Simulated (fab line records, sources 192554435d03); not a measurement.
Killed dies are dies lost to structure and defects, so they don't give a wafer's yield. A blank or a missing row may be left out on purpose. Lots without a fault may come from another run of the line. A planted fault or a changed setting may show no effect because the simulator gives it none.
Which tool did it? | flow n5_finfet | 24 lots, 72 wafers sampled, at 6 steps of a route of 1938

WHAT THE GAUGES READ, wafer by wafer
The record holds no reading of a measuring or inspecting step that can be judged against a usual standard deviation.

WHICH TOOL RAN EACH LOT (tool, then ch and the chambers of the sampled wafers, then the start)
lot  | N5_BEOL_M2_ETCHBACK_99             | N5_BEOL_M2_TRENCH_ETCH_37                     | N5_BEOL_M2_DEGAS_44          | N5_BEOL_M2_ANNEAL_49         | N5_BEOL_M2_ANNEAL_87         | N5_BEOL_M2_SPUTTER_88
L074 | rie_diel-01 ch 0,1,3, day 6 17:04  | rie_diel-01 ch 0,1,3, day 6 18:13 or earlier  | pvd_sputter-03, day 6 18:13  | pvd_sputter-03, day 6 19:17  | pvd_sputter-03, day 6 19:57  | pvd_sputter-03, day 6 20:05
L075 | rie_diel-06 ch 0,1,2, day 7 04:44  | rie_diel-06 ch 0,1,2, day 7 05:25 or earlier  | pvd_sputter-03, day 7 05:25  | pvd_sputter-02, day 7 06:29  | pvd_sputter-02, day 7 07:09  | pvd_sputter-02, day 7 07:17
L076 | rie_diel-04 ch 0,1,2, day 8 02:47  | rie_diel-04 ch 0,1,2, day 8 03:23 or earlier  | pvd_sputter-03, day 8 03:23  | pvd_sputter-02, day 8 04:00  | pvd_sputter-02, day 8 04:40  | pvd_sputter-02, day 8 04:48
L077 | rie_diel-06 ch 0,2, day 8 02:47    | rie_diel-06 ch 0,2, day 8 03:25 or earlier    | pvd_sputter-01, day 8 03:25  | pvd_sputter-03, day 8 04:13  | pvd_sputter-03, day 8 10:27  | pvd_sputter-03, day 8 10:35
L078 | rie_diel-01 ch 0,2, day 8 10:16    | rie_diel-01 ch 0,2, day 8 11:33 or earlier    | pvd_sputter-03, day 8 11:33  | pvd_sputter-02, day 8 12:33  | pvd_sputter-02, day 8 13:13  | pvd_sputter-02, day 8 13:21
L079 | rie_diel-04 ch 1,2,3, day 9 23:38  | rie_diel-04 ch 1,2,3, day 10 00:14 or earlier | pvd_sputter-02, day 10 00:14 | pvd_sputter-02, day 10 00:52 | pvd_sputter-02, day 10 01:31 | pvd_sputter-02, day 10 01:40
L080 | rie_diel-06 ch 0,2,3, day 10 08:22 | rie_diel-06 ch 0,2,3, day 10 09:07 or earlier | pvd_sputter-01, day 10 09:07 | pvd_sputter-03, day 10 09:54 | pvd_sputter-03, day 10 10:34 | pvd_sputter-03, day 10 10:42
L081 | rie_diel-01 ch 1,2, day 10 08:24   | rie_diel-01 ch 1,2, day 10 09:08 or earlier   | pvd_sputter-02, day 10 09:08 | pvd_sputter-03, day 10 11:44 | pvd_sputter-03, day 10 12:24 | pvd_sputter-03, day 10 12:32
L082 | rie_diel-01 ch 0,1,3, day 10 11:50 | rie_diel-01 ch 0,1,3, day 10 12:59 or earlier | pvd_sputter-01, day 10 12:59 | pvd_sputter-02, day 10 13:45 | pvd_sputter-02, day 10 14:25 | pvd_sputter-02, day 10 14:33
L083 | rie_diel-06 ch 0,3, day 10 22:43   | rie_diel-06 ch 0,3, day 10 23:41 or earlier   | pvd_sputter-03, day 10 23:41 | pvd_sputter-02, day 11 01:10 | pvd_sputter-02, day 11 01:49 | pvd_sputter-02, day 11 01:58
L084 | rie_diel-06 ch 0,2,3, day 11 00:50 | rie_diel-06 ch 0,2,3, day 11 01:51 or earlier | pvd_sputter-03, day 11 01:51 | pvd_sputter-03, day 11 02:33 | pvd_sputter-03, day 11 03:13 | pvd_sputter-03, day 11 03:21
L085 | rie_diel-01 ch 0,2,3, day 11 15:16 | rie_diel-01 ch 0,2,3, day 11 16:16 or earlier | pvd_sputter-02, day 11 16:16 | pvd_sputter-03, day 11 16:54 | pvd_sputter-03, day 11 17:34 | pvd_sputter-03, day 11 17:42
L086 | rie_diel-04 ch 0,2, day 11 15:22   | rie_diel-04 ch 0,2, day 11 16:18 or earlier   | pvd_sputter-01, day 11 16:18 | pvd_sputter-01, day 11 17:04 | pvd_sputter-01, day 11 17:44 | pvd_sputter-01, day 11 17:52
L088 | rie_diel-06 ch 0,1, day 11 15:26   | rie_diel-06 ch 0,1, day 11 16:20 or earlier   | pvd_sputter-02, day 11 16:20 | pvd_sputter-01, day 11 18:55 | pvd_sputter-01, day 11 19:34 | pvd_sputter-01, day 11 19:43
L087 | rie_diel-06 ch 0,3, day 11 15:50   | rie_diel-06 ch 0,3, day 11 16:31 or earlier   | pvd_sputter-02, day 11 16:31 | pvd_sputter-03, day 11 18:44 | pvd_sputter-03, day 11 19:24 | pvd_sputter-03, day 11 19:32
L089 | rie_diel-01 ch 0,1,3, day 12 19:26 | rie_diel-01 ch 0,1,3, day 12 20:01 or earlier | pvd_sputter-02, day 12 20:01 | pvd_sputter-02, day 12 20:58 | pvd_sputter-02, day 12 21:38 | pvd_sputter-02, day 12 21:46
L090 | rie_diel-01 ch 0,2, day 12 22:13   | rie_diel-01 ch 0,2, day 12 23:11 or earlier   | pvd_sputter-01, day 12 23:11 | pvd_sputter-02, day 13 01:08 | pvd_sputter-02, day 13 01:47 | pvd_sputter-02, day 13 01:56
L092 | rie_diel-06 ch 0,1,3, day 13 01:50 | rie_diel-06 ch 0,1,3, day 13 02:46 or earlier | pvd_sputter-01, day 13 02:46 | pvd_sputter-01, day 13 04:34 | pvd_sputter-01, day 13 05:13 | pvd_sputter-01, day 13 05:22
L091 | rie_diel-04 ch 0,1,3, day 13 01:53 | rie_diel-04 ch 0,1,3, day 13 02:51 or earlier | pvd_sputter-01, day 13 02:51 | pvd_sputter-03, day 13 04:41 | pvd_sputter-03, day 13 05:21 | pvd_sputter-03, day 13 05:29
L093 | rie_diel-01 ch 0,3, day 13 04:20   | rie_diel-01 ch 0,3, day 13 05:23 or earlier   | pvd_sputter-02, day 13 05:23 | pvd_sputter-01, day 13 06:31 | pvd_sputter-01, day 13 07:11 | pvd_sputter-01, day 13 07:19
L096 | rie_diel-01 ch 1,2,3, day 14 10:37 | rie_diel-01 ch 1,2,3, day 14 11:30 or earlier | pvd_sputter-03, day 14 11:30 | pvd_sputter-03, day 14 12:30 | pvd_sputter-03, day 14 13:10 | pvd_sputter-03, day 14 13:18
L095 | rie_diel-06 ch 0,2,3, day 14 10:39 | rie_diel-06 ch 0,2,3, day 14 11:37 or earlier | pvd_sputter-02, day 14 11:37 | pvd_sputter-02, day 14 12:37 | pvd_sputter-02, day 14 13:16 | pvd_sputter-02, day 14 13:25
L094 | rie_diel-01 ch 3, day 14 13:58     | rie_diel-01 ch 3, day 14 15:01 or earlier     | pvd_sputter-02, day 14 15:01 | pvd_sputter-02, day 14 15:47 | pvd_sputter-02, day 14 16:27 | pvd_sputter-02, day 14 16:35
L097 | rie_diel-06 ch 0,3, day 14 14:10   | rie_diel-06 ch 0,3, day 14 15:05 or earlier   | pvd_sputter-02, day 14 15:05 | pvd_sputter-03, day 14 16:04 | pvd_sputter-03, day 14 16:44 | pvd_sputter-03, day 14 16:52
- N5_BEOL_M2_ETCHBACK_99: etches SiO2 in CHF3, target depth 5 nm, time 10.4 s.
- N5_BEOL_M2_TRENCH_ETCH_37: etches SiOC in C4F6/O2, target depth 55.555 nm, time 29.2 s.
- N5_BEOL_M2_DEGAS_44: time 60 s.
- N5_BEOL_M2_ANNEAL_49: time 240 s.
- N5_BEOL_M2_ANNEAL_87: time 240 s.
- N5_BEOL_M2_SPUTTER_88: material Cu, target thk 4.5 nm, time 8.29 s.

WHAT THE TOOLS THEMSELVES READ (means of the sampled wafers that have a number; where no wafer has one, the mark that the record gives instead)
N5_BEOL_M2_ETCHBACK_99.
lot  | tool        | CHF3_flow_sccm (sccm) | drypump_motor_current_A (A) | oes_product_au (a.u.) | rf_vpp_V (V) | showerhead_plenum_p_Torr (Torr) | throttle_valve_pct (%)
L074 | rie_diel-01 | 12.01                 | 5.7                         | 0.83                  | 243          | 2.21                            | 17.09
L075 | rie_diel-06 | 12.01                 | 5.6                         | 0.78                  | 242          | 2.18                            | 17.09
L076 | rie_diel-04 | 12.04                 | 5.7                         | 0.82                  | 240          | 2.22                            | 17.06
L077 | rie_diel-06 | 12.02                 | 5.7                         | 0.74                  | 239          | 2.17                            | 17.15
L078 | rie_diel-01 | 11.97                 | 6.0                         | 0.85                  | 241          | 2.15                            | 17.14
L079 | rie_diel-04 | 11.99                 | 5.7                         | 0.75                  | 242          | 2.20                            | 17.06
L080 | rie_diel-06 | 11.99                 | 5.7                         | 0.74                  | 239          | 2.17                            | 17.09
L081 | rie_diel-01 | 11.96                 | 6.0                         | 0.83                  | 239          | 2.12                            | 17.15
L082 | rie_diel-01 | 12.00                 | 5.7                         | 0.81                  | 243          | 2.20                            | 17.12
L083 | rie_diel-06 | 12.00                 | 5.9                         | 0.73                  | 237          | 2.14                            | 17.20
L084 | rie_diel-06 | 11.98                 | 5.6                         | 0.73                  | 240          | 2.17                            | 17.10
L085 | rie_diel-01 | 12.01                 | 5.9                         | 0.80                  | 242          | 2.17                            | 17.21
L086 | rie_diel-04 | 11.93                 | 5.8                         | 0.76                  | 241          | 2.23                            | 17.36
L088 | rie_diel-06 | 12.02                 | 5.8                         | 0.79                  | 242          | 2.15                            | 17.16
L087 | rie_diel-06 | 12.00                 | 6.0                         | 0.73                  | 238          | 2.13                            | 17.21
L089 | rie_diel-01 | 12.02                 | 5.7                         | 0.78                  | 242          | 2.19                            | 17.17
L090 | rie_diel-01 | 11.97                 | 6.0                         | 0.81                  | 242          | 2.14                            | 17.20
L092 | rie_diel-06 | 12.04                 | 5.9                         | 0.75                  | 240          | 2.14                            | 17.17
L091 | rie_diel-04 | 12.02                 | 6.1                         | 0.78                  | 241          | 2.21                            | 16.92
L093 | rie_diel-01 | 12.01                 | 5.6                         | 0.76                  | 243          | 2.19                            | 17.25
L096 | rie_diel-01 | 11.99                 | 5.8                         | 0.76                  | 241          | 2.13                            | 17.22
L095 | rie_diel-06 | 12.00                 | 5.7                         | 0.70                  | 240          | 2.16                            | 17.16
L094 | rie_diel-01 | 11.94                 | 5.6                         | 0.72                  | 242          | 2.15                            | 17.35
L097 | rie_diel-06 | 12.00                 | 5.9                         | 0.71                  | 236          | 2.12                            | 17.26

N5_BEOL_M2_TRENCH_ETCH_37.
lot  | tool        | drypump_motor_current_A (A) | oes_product_au (a.u.) | rf_vpp_V (V) | showerhead_plenum_p_Torr (Torr) | throttle_valve_pct (%)
L074 | rie_diel-01 | 5.7                         | 0.83                  | 671          | 2.92                            | 20.91
L075 | rie_diel-06 | 5.6                         | 0.78                  | 668          | 2.89                            | 20.87
L076 | rie_diel-04 | 5.7                         | 0.81                  | 665          | 2.94                            | 20.85
L077 | rie_diel-06 | 5.7                         | 0.74                  | 659          | 2.87                            | 20.91
L078 | rie_diel-01 | 6.1                         | 0.85                  | 667          | 2.85                            | 20.96
L079 | rie_diel-04 | 5.8                         | 0.75                  | 670          | 2.90                            | 20.82
L080 | rie_diel-06 | 5.7                         | 0.74                  | 662          | 2.87                            | 20.86
L081 | rie_diel-01 | 6.1                         | 0.84                  | 663          | 2.81                            | 20.96
L082 | rie_diel-01 | 5.7                         | 0.80                  | 671          | 2.91                            | 20.94
L083 | rie_diel-06 | 5.9                         | 0.74                  | 655          | 2.82                            | 20.96
L084 | rie_diel-06 | 5.7                         | 0.73                  | 663          | 2.87                            | 20.87
L085 | rie_diel-01 | 5.9                         | 0.80                  | 670          | 2.87                            | 21.00
L086 | rie_diel-04 | 5.7                         | 0.76                  | 670          | 2.95                            | 21.15
L088 | rie_diel-06 | 5.8                         | 0.79                  | 670          | 2.85                            | 20.95
L087 | rie_diel-06 | 6.0                         | 0.73                  | 656          | 2.82                            | 20.98
L089 | rie_diel-01 | 5.7                         | 0.78                  | 671          | 2.90                            | 20.96
L090 | rie_diel-01 | 6.1                         | 0.81                  | 666          | 2.83                            | 21.00
L092 | rie_diel-06 | 5.9                         | 0.75                  | 664          | 2.84                            | 20.95
L091 | rie_diel-04 | 6.1                         | 0.79                  | 666          | 2.92                            | 20.67
L093 | rie_diel-01 | 5.7                         | 0.76                  | 672          | 2.89                            | 21.03
L096 | rie_diel-01 | 5.9                         | 0.77                  | 666          | 2.82                            | 21.04
L095 | rie_diel-06 | 5.6                         | 0.71                  | 661          | 2.85                            | 20.93
L094 | rie_diel-01 | 5.6                         | 0.73                  | 669          | 2.85                            | 21.13
L097 | rie_diel-06 | 6.0                         | 0.71                  | 655          | 2.81                            | 21.01

N5_BEOL_M2_DEGAS_44.
lot  | tool           | heater_power_w (W)
L074 | pvd_sputter-03 | 302
L075 | pvd_sputter-03 | 311
L076 | pvd_sputter-03 | 293
L077 | pvd_sputter-01 | 368
L078 | pvd_sputter-03 | 285
L079 | pvd_sputter-02 | 343
L080 | pvd_sputter-01 | 364
L081 | pvd_sputter-02 | 353
L082 | pvd_sputter-01 | 372
L083 | pvd_sputter-03 | 296
L084 | pvd_sputter-03 | 293
L085 | pvd_sputter-02 | 364
L086 | pvd_sputter-01 | 374
L088 | pvd_sputter-02 | 359
L087 | pvd_sputter-02 | 340
L089 | pvd_sputter-02 | 367
L090 | pvd_sputter-01 | 376
L092 | pvd_sputter-01 | 368
L091 | pvd_sputter-01 | 370
L093 | pvd_sputter-02 | 356
L096 | pvd_sputter-03 | 306
L095 | pvd_sputter-02 | 354
L094 | pvd_sputter-02 | 345
L097 | pvd_sputter-02 | 359

N5_BEOL_M2_ANNEAL_49.
lot  | tool           | heater_power_w (W)
L074 | pvd_sputter-03 | 766
L075 | pvd_sputter-02 | 880
L076 | pvd_sputter-02 | 930
L077 | pvd_sputter-03 | 744
L078 | pvd_sputter-02 | 860
L079 | pvd_sputter-02 | 857
L080 | pvd_sputter-03 | 725
L081 | pvd_sputter-03 | 811
L082 | pvd_sputter-02 | 870
L083 | pvd_sputter-02 | 874
L084 | pvd_sputter-03 | 752
L085 | pvd_sputter-03 | 752
L086 | pvd_sputter-01 | 925
L088 | pvd_sputter-01 | 926
L087 | pvd_sputter-03 | 755
L089 | pvd_sputter-02 | 866
L090 | pvd_sputter-02 | 902
L092 | pvd_sputter-01 | 887
L091 | pvd_sputter-03 | 803
L093 | pvd_sputter-01 | 915
L096 | pvd_sputter-03 | 779
L095 | pvd_sputter-02 | 934
L094 | pvd_sputter-02 | 920
L097 | pvd_sputter-03 | 763

N5_BEOL_M2_ANNEAL_87.
lot  | tool           | heater_power_w (W)
L074 | pvd_sputter-03 | 774
L075 | pvd_sputter-02 | 892
L076 | pvd_sputter-02 | 945
L077 | pvd_sputter-03 | 745
L078 | pvd_sputter-02 | 845
L079 | pvd_sputter-02 | 856
L080 | pvd_sputter-03 | 736
L081 | pvd_sputter-03 | 803
L082 | pvd_sputter-02 | 883
L083 | pvd_sputter-02 | 879
L084 | pvd_sputter-03 | 722
L085 | pvd_sputter-03 | 759
L086 | pvd_sputter-01 | 929
L088 | pvd_sputter-01 | 933
L087 | pvd_sputter-03 | 769
L089 | pvd_sputter-02 | 874
L090 | pvd_sputter-02 | 912
L092 | pvd_sputter-01 | 880
L091 | pvd_sputter-03 | 770
L093 | pvd_sputter-01 | 913
L096 | pvd_sputter-03 | 756
L095 | pvd_sputter-02 | 910
L094 | pvd_sputter-02 | 920
L097 | pvd_sputter-03 | 771

N5_BEOL_M2_SPUTTER_88.
lot  | tool           | throttle_valve_pct (%)
L074 | pvd_sputter-03 | 28.7
L075 | pvd_sputter-02 | 29.9
L076 | pvd_sputter-02 | 29.9
L077 | pvd_sputter-03 | 29.8
L078 | pvd_sputter-02 | 30.8
L079 | pvd_sputter-02 | 29.6
L080 | pvd_sputter-03 | 29.8
L081 | pvd_sputter-03 | 28.7
L082 | pvd_sputter-02 | 30.0
L083 | pvd_sputter-02 | 29.9
L084 | pvd_sputter-03 | 29.3
L085 | pvd_sputter-03 | 29.6
L086 | pvd_sputter-01 | 29.9
L088 | pvd_sputter-01 | 30.0
L087 | pvd_sputter-03 | 29.1
L089 | pvd_sputter-02 | 30.1
L090 | pvd_sputter-02 | 29.1
L092 | pvd_sputter-01 | 29.6
L091 | pvd_sputter-03 | 29.1
L093 | pvd_sputter-01 | 29.8
L096 | pvd_sputter-03 | 28.6
L095 | pvd_sputter-02 | 29.5
L094 | pvd_sputter-02 | 29.6
L097 | pvd_sputter-03 | 28.7

THE ANSWER, worked out from the rows above alone
Rule: what is usual is taken from the lots themselves. Put in order of their means at a reading, lots are off if they are a third of the lots or fewer, leave a main group of 4 or more, and stand apart from it by a gap of 3 or more times the standard deviation of the main group's means; of several such gaps the widest counts. A main group whose means are all the same, to the digits that the tables above print for the reading, isn't used. A lot without any number at a reading at which 4 lots or more have one is off too. The other lots that the step has rows for count as sound. The gauges are gone through in route order, then the tools' own readings, and for those a lot's mean is taken as printed above. The first step at which some lot is off is used, and at that step the reading that is off furthest; a lot without a number counts as furthest.
No lot is off at any reading shown: from this, nothing can be told.

WHAT THE SIMULATOR HAD PUT IN
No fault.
